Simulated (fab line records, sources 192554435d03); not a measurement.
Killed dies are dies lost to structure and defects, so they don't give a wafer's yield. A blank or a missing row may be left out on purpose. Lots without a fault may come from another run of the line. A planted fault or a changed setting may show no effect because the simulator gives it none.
Which tool did it? | flow n5_finfet | 24 lots, 72 wafers sampled, at 5 steps of a route of 1938

WHAT THE GAUGES READ, wafer by wafer
N5_BEOL_M5_CD_MEAS_35: target cd 28 nm, target cd y 24 nm. Usual: cd_nm 28.03 nm, standard deviation 0.27.
lot  | measured     | on        | cd_nm (nm)        | flag
L074 | day 8 06:40  | cd_sem-01 | 28.08 28.09 28.35 |
L075 | day 8 07:10  | cd_sem-01 | 27.91 27.69 28.05 |
L076 | day 8 13:52  | cd_sem-02 | 27.95 27.99 27.58 |
L077 | day 8 22:54  | cd_sem-02 | 27.97 28.59 27.84 |
L078 | day 9 06:05  | cd_sem-01 | 27.76 27.95 27.56 |
L080 | day 9 14:15  | cd_sem-02 | 28.00 27.99 28.23 |
L079 | day 9 16:29  | cd_sem-02 | 28.06 28.19 28.38 |
L081 | day 9 22:59  | cd_sem-01 | 28.26 27.66 28.11 |
L082 | day 10 02:07 | cd_sem-03 | 28.25 28.70 27.84 |
L084 | day 10 08:54 | cd_sem-03 | 27.83 27.66 28.07 |
L083 | day 10 14:25 | cd_sem-01 | 28.34 27.77 28.01 |
L085 | day 10 19:52 | cd_sem-01 | 28.37 27.93 27.78 |
L086 | day 11 06:31 | cd_sem-03 | 27.87 28.37 28.33 |
L087 | day 11 21:14 | cd_sem-02 | 28.14 28.13 28.18 |
L088 | day 11 23:30 | cd_sem-01 | 28.13 27.75 28.20 |
L090 | day 12 02:27 | cd_sem-01 | 27.98 27.78 28.15 |
L092 | day 12 04:49 | cd_sem-01 | 27.83 27.77 27.96 |
L089 | day 12 06:25 | cd_sem-02 | 28.07 28.37 28.33 |
L091 | day 12 08:16 | cd_sem-01 | 28.29 28.05 28.11 |
L093 | day 13 00:29 | cd_sem-02 | 27.99 28.21 27.79 |
L094 | day 13 02:46 | cd_sem-01 | 27.85 27.82 28.13 |
L096 | day 13 17:01 | cd_sem-03 | 27.80 27.77 27.72 |
L095 | day 14 00:50 | cd_sem-01 | 28.34 28.28 28.23 |
L097 | day 14 01:14 | cd_sem-03 | 28.09 28.06 27.84 |

N5_BEOL_M6_OCD_MEAS_38. Usual: trench_depth_nm 94.5 nm, standard deviation 1.2.
lot  | measured     | on     | trench_depth_nm (nm) | flag
L074 | day 8 19:49  | ocd-01 | 94.4 93.2 91.4       |
L075 | day 8 20:19  | ocd-01 | 95.6 94.4 94.8       |
L076 | day 9 00:48  | ocd-02 | 95.6 95.8 96.1       |
L077 | day 9 08:47  | ocd-01 | 94.6 93.9 93.5       |
L078 | day 9 16:02  | ocd-02 | 94.1 93.5 93.9       |
L080 | day 10 02:00 | ocd-01 | 94.9 95.3 96.1       |
L079 | day 10 05:50 | ocd-01 | 94.2 95.9 95.8       |
L081 | day 10 12:28 | ocd-01 | 95.7 95.5 94.6       |
L082 | day 10 15:37 | ocd-02 | 93.5 94.1 93.1       |
L084 | day 10 21:26 | ocd-01 | 96.2 95.5 94.8       |
L083 | day 11 06:50 | ocd-02 | 94.3 94.0 92.7       |
L085 | day 11 08:51 | ocd-02 | 95.2 93.7 92.4       |
L086 | day 11 17:23 | ocd-01 | 93.3 92.5 92.2       |
L087 | day 12 08:33 | ocd-02 | 93.1 94.7 94.0       |
L088 | day 12 12:10 | ocd-02 | 95.0 93.2 92.6       |
L090 | day 12 14:02 | ocd-02 | 95.1 95.5 95.4       |
L092 | day 12 16:02 | ocd-02 | 95.0 95.6 93.7       |
L089 | day 12 18:39 | ocd-02 | 94.5 94.9 95.6       |
L091 | day 12 18:39 | ocd-01 | 95.1 95.5 93.0       |
L093 | day 13 14:26 | ocd-01 | 96.9 96.3 95.5       |
L094 | day 13 14:02 | ocd-02 | 95.0 94.5 94.8       |
L096 | day 14 10:26 | ocd-01 | 92.8 94.8 95.4       |
L095 | day 14 19:34 | ocd-01 | 93.5 94.5 92.5       |
L097 | day 15 00:14 | ocd-01 | 93.4 93.9 93.3       |

WHICH TOOL RAN EACH LOT (tool, then ch and the chambers of the sampled wafers, then the start)
lot  | N5_BEOL_M5_SPUTTER_48        | N5_BEOL_M5_ANNEAL_49         | N5_BEOL_M6_PECVD_70
L074 | pvd_sputter-03, day 8 08:01  | pvd_sputter-03, day 8 08:10  | pecvd-02 ch 1,2, day 8 15:25
L075 | pvd_sputter-02, day 8 09:49  | pvd_sputter-02, day 8 09:54  | pecvd-01 ch 0,1,2, day 8 16:10
L076 | pvd_sputter-03, day 8 15:01  | pvd_sputter-03, day 8 15:05  | pecvd-04 ch 0,1,2, day 8 21:05
L077 | pvd_sputter-03, day 9 00:05  | pvd_sputter-03, day 9 00:10  | pecvd-02 ch 1,2, day 9 06:10
L078 | pvd_sputter-03, day 9 07:16  | pvd_sputter-03, day 9 07:20  | pecvd-01 ch 0,1,2, day 9 13:51
L080 | pvd_sputter-01, day 9 16:27  | pvd_sputter-01, day 9 16:32  | pecvd-02 ch 0,2, day 9 23:07
L079 | pvd_sputter-03, day 9 18:21  | pvd_sputter-03, day 9 18:26  | pecvd-01 ch 0,2, day 10 01:03
L081 | pvd_sputter-01, day 10 01:47 | pvd_sputter-01, day 10 01:52 | pecvd-04 ch 0,2, day 10 07:52
L082 | pvd_sputter-03, day 10 04:05 | pvd_sputter-03, day 10 04:10 | pecvd-04 ch 0,2, day 10 10:38
L084 | pvd_sputter-02, day 10 12:17 | pvd_sputter-02, day 10 12:22 | pecvd-02 ch 1,2, day 10 18:22
L083 | pvd_sputter-02, day 10 17:19 | pvd_sputter-02, day 10 17:23 | pecvd-01 ch 0,1, day 11 00:04
L085 | pvd_sputter-03, day 10 21:56 | pvd_sputter-03, day 10 22:01 | pecvd-04 ch 0,1, day 11 04:03
L086 | pvd_sputter-01, day 11 07:34 | pvd_sputter-01, day 11 07:38 | pecvd-04 ch 0,1, day 11 13:39
L087 | pvd_sputter-01, day 11 22:38 | pvd_sputter-01, day 11 22:43 | pecvd-02 ch 0,1,2, day 12 05:23
L088 | pvd_sputter-02, day 12 02:03 | pvd_sputter-02, day 12 02:08 | pecvd-02 ch 0,1, day 12 08:08
L090 | pvd_sputter-01, day 12 04:03 | pvd_sputter-01, day 12 04:08 | pecvd-04 ch 0,1,2, day 12 10:08
L092 | pvd_sputter-03, day 12 06:47 | pvd_sputter-03, day 12 06:52 | pecvd-04 ch 0,1,2, day 12 12:52
L089 | pvd_sputter-02, day 12 07:48 | pvd_sputter-02, day 12 07:53 | pecvd-02 ch 0,2, day 12 14:06
L091 | pvd_sputter-01, day 12 09:49 | pvd_sputter-01, day 12 09:54 | pecvd-02 ch 0,1,2, day 12 16:07
L093 | pvd_sputter-02, day 13 03:10 | pvd_sputter-02, day 13 03:14 | pecvd-02 ch 0,1, day 13 09:14
L094 | pvd_sputter-03, day 13 04:41 | pvd_sputter-03, day 13 04:46 | pecvd-04 ch 0,2, day 13 11:35
L096 | pvd_sputter-03, day 13 18:11 | pvd_sputter-03, day 13 18:16 | pecvd-01 ch 1,2, day 14 02:13
L095 | pvd_sputter-01, day 14 04:53 | pvd_sputter-01, day 14 04:58 | pecvd-04 ch 1, day 14 12:39
L097 | pvd_sputter-03, day 14 02:30 | pvd_sputter-03, day 14 02:35 | pecvd-01 ch 0,2, day 14 21:23
- N5_BEOL_M5_SPUTTER_48: material Cu, target thk 15 nm, time 27.62 s.
- N5_BEOL_M5_ANNEAL_49: time 1800 s.
- N5_BEOL_M6_PECVD_70: deposits SiO2 from TEOS/O2, target thk 20 nm, time 22.7 s.

WHAT THE TOOLS THEMSELVES READ (means of the sampled wafers that have a number; where no wafer has one, the mark that the record gives instead)
N5_BEOL_M5_SPUTTER_48. Usual: substrate_temp_c -19.99 C, standard deviation 0.088; susceptor_temp_C -20.00 C, standard deviation 0.11; throttle_valve_pct 30.2 %, standard deviation 1.1.
lot  | tool           | substrate_temp_c (C) | susceptor_temp_C (C) | throttle_valve_pct (%) | flag
L074 | pvd_sputter-03 | -19.97               | -19.99               | 30.6                   |
L075 | pvd_sputter-02 | -19.93               | -19.99               | 30.3                   |
L076 | pvd_sputter-03 | -19.98               | -20.00               | 29.7                   |
L077 | pvd_sputter-03 | -19.95               | -19.97               | 30.3                   |
L078 | pvd_sputter-03 | -20.00               | -19.94               | 29.4                   |
L080 | pvd_sputter-01 | -19.91               | -20.14               | 30.1                   |
L079 | pvd_sputter-03 | -19.98               | -20.05               | 30.1                   |
L081 | pvd_sputter-01 | -20.02               | -19.85               | 30.2                   |
L082 | pvd_sputter-03 | -20.02               | -19.99               | 30.5                   |
L084 | pvd_sputter-02 | -20.01               | -20.04               | 30.2                   |
L083 | pvd_sputter-02 | -19.96               | -20.02               | 30.4                   |
L085 | pvd_sputter-03 | -19.99               | -20.11               | 30.7                   |
L086 | pvd_sputter-01 | -20.03               | -20.05               | 30.2                   |
L087 | pvd_sputter-01 | -20.07               | -20.00               | 30.3                   |
L088 | pvd_sputter-02 | -20.01               | -20.04               | 30.4                   |
L090 | pvd_sputter-01 | -19.87               | -20.02               | 30.3                   |
L092 | pvd_sputter-03 | -19.95               | -20.09               | 30.0                   |
L089 | pvd_sputter-02 | -20.00               | -20.01               | 29.0                   |
L091 | pvd_sputter-01 | -19.98               | -20.00               | 30.6                   |
L093 | pvd_sputter-02 | -19.98               | -19.92               | 30.5                   |
L094 | pvd_sputter-03 | -19.93               | -20.02               | 30.2                   |
L096 | pvd_sputter-03 | -20.10               | -20.01               | 30.5                   |
L095 | pvd_sputter-01 | -19.97               | -20.04               | 30.0                   |
L097 | pvd_sputter-03 | -19.94               | -19.97               | 29.8                   |

N5_BEOL_M5_ANNEAL_49. Usual: heater_power_w 824 W, standard deviation 82; susceptor_temp_C 400.00 C, standard deviation 0.23.
lot  | tool           | heater_power_w (W) | susceptor_temp_C (C) | flag
L074 | pvd_sputter-03 | 762                | 399.68               |
L075 | pvd_sputter-02 | 891                | 399.83               |
L076 | pvd_sputter-03 | 815                | 399.92               |
L077 | pvd_sputter-03 | 778                | 400.21               |
L078 | pvd_sputter-03 | 837                | 400.19               |
L080 | pvd_sputter-01 | 772                | 399.83               |
L079 | pvd_sputter-03 | 786                | 399.94               |
L081 | pvd_sputter-01 | 790                | 400.13               |
L082 | pvd_sputter-03 | 778                | 400.22               |
L084 | pvd_sputter-02 | 894                | 399.95               |
L083 | pvd_sputter-02 | 893                | 400.04               |
L085 | pvd_sputter-03 | 745                | 399.91               |
L086 | pvd_sputter-01 | 791                | 399.97               |
L087 | pvd_sputter-01 | 842                | 399.93               |
L088 | pvd_sputter-02 | 892                | 399.93               |
L090 | pvd_sputter-01 | 850                | 400.01               |
L092 | pvd_sputter-03 | 790                | 400.05               |
L089 | pvd_sputter-02 | 899                | 400.00               |
L091 | pvd_sputter-01 | 798                | 400.22               |
L093 | pvd_sputter-02 | 889                | 399.88               |
L094 | pvd_sputter-03 | 768                | 400.01               |
L096 | pvd_sputter-03 | 775                | 400.11               |
L095 | pvd_sputter-01 | 822                | 399.95               |
L097 | pvd_sputter-03 | 817                | 399.98               |

N5_BEOL_M6_PECVD_70. Usual: heater_power_w 740 W, standard deviation 110; showerhead_plenum_p_Torr 8.75 Torr, standard deviation 0.05; susceptor_temp_C 400.01 C, standard deviation 0.23; throttle_valve_pct 22.1 %, standard deviation 0.88.
lot  | tool     | heater_power_w (W) | showerhead_plenum_p_Torr (Torr) | susceptor_temp_C (C) | throttle_valve_pct (%) | flag
L074 | pecvd-02 | 701                | 8.78                            | 400.10               | 22.4                   |
L075 | pecvd-01 | 627                | 8.73                            | 399.99               | 21.7                   |
L076 | pecvd-04 | 809                | 8.74                            | 399.94               | 21.8                   |
L077 | pecvd-02 | 713                | 8.77                            | 400.06               | 22.4                   |
L078 | pecvd-01 | 621                | 8.75                            | 399.83               | 21.7                   |
L080 | pecvd-02 | 825                | 8.78                            | 400.19               | 22.3                   |
L079 | pecvd-01 | 634                | 8.75                            | 399.84               | 22.4                   |
L081 | pecvd-04 | 917                | 8.72                            | 400.01               | 22.2                   |
L082 | pecvd-04 | 872                | 8.73                            | 399.91               | 22.2                   |
L084 | pecvd-02 | 696                | 8.77                            | 399.83               | 22.4                   |
L083 | pecvd-01 | 541                | 8.68                            | 399.94               | 22.5                   |
L085 | pecvd-04 | 807                | 8.79                            | 400.30               | 22.3                   |
L086 | pecvd-04 | 743                | 8.76                            | 400.01               | 22.0                   |
L087 | pecvd-02 | 749                | 8.79                            | 399.80               | 22.7                   |
L088 | pecvd-02 | 688                | 8.76                            | 399.92               | 22.6                   |
L090 | pecvd-04 | 852                | 8.75                            | 399.89               | 22.1                   |
L092 | pecvd-04 | 817                | 8.75                            | 400.01               | 22.1                   |
L089 | pecvd-02 | 736                | 8.79                            | 400.37               | 22.4                   |
L091 | pecvd-02 | 711                | 8.78                            | 399.88               | 22.3                   |
L093 | pecvd-02 | 661                | 8.77                            | 399.76               | 22.6                   |
L094 | pecvd-04 | 830                | 8.73                            | 399.96               | 22.3                   |
L096 | pecvd-01 | 613                | 8.73                            | 400.00               | 21.4                   |
L095 | pecvd-04 | 764                | 8.74                            | 399.80               | 21.6                   |
L097 | pecvd-01 | 649                | 8.76                            | 399.83               | 22.7                   |

THE ANSWER, worked out from the rows above alone
Rule: a lot is off if the mean of its wafers that have a number lies more than 3 standard deviations from the usual mean. A lot without any number at a reading at which 4 lots or more have one is off too. The other lots that the step has rows for count as sound. The gauges are gone through in route order, then the tools' own readings, and for those a lot's mean is taken as printed above. The first step at which some lot is off is used, and at that step the reading that is off furthest; a lot without a number counts as furthest.
No lot is off at any reading shown: from this, nothing can be told.

WHAT THE SIMULATOR HAD PUT IN
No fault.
